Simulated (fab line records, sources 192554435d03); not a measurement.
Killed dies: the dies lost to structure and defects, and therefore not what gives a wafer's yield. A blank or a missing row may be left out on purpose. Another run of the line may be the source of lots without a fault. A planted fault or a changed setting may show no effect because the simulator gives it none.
Chamber matching | flow n5 finfet | 3 sister chambers for N5_BEOL_M6_DEP_56 on pecvd-04
The step deposits SiCN from 3MS/NH3, target thk 10 nm, time 17.5 s. 3 wafers are shown with their chamber, then 10 later ones without.

== WAFERS PAIRED WITH THEIR CHAMBERS ==
wafer  | chamber | throttle valve pct (%)
L084.6 | 1       | 9.4
L088.1 | 0       | 8.3
L088.3 | 2       | 8.8

== WAFERS WITHOUT THEIR CHAMBER ==
wafer  | throttle valve pct (%)
L088.6 | 8.7
L090.2 | 8.5
L090.5 | 8.6
L090.6 | 8.5
L094.1 | 8.7
L094.3 | 8.4
L094.5 | 8.5
L095.3 | 8.3
L095.4 | 8.7
L095.5 | 9.2

== CHAMBER TAKEN BY EACH ==
wafer  | from the rows above     | in truth
L088.6 | can't be placed: 2 or 0 | 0
L090.2 | can't be placed: 0 or 2 | 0
L090.5 | can't be placed: 2 or 0 | 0
L090.6 | can't be placed: 0 or 2 | 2
L094.1 | can't be placed: 2 or 0 | 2
L094.3 | can't be placed: 0 or 2 | 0
L094.5 | can't be placed: 0 or 2 | 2
L095.3 | 0                       | 0
L095.4 | can't be placed: 2 or 0 | 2
L095.5 | can't be placed: 1 or 2 | 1
1 of 10 placed correctly. From these rows, 9 cannot be placed; in 9 the true chamber is one of the candidates. Wrongly placed: 0.
How it was worked out, from the rows above alone: a wafer's distance from a chamber is the root of the sum, over the readings, of the square of ((its reading less the chamber's mean) divided by the reading's scatter). The wafer belongs to the nearest chamber; if the next one is less than 2 further off, it can't be placed. Each chamber's mean is taken over the wafers shown for it. The scatter: with one shown wafer a chamber, the root of the mean of the squares of how far each hidden wafer lies from its nearest shown one.
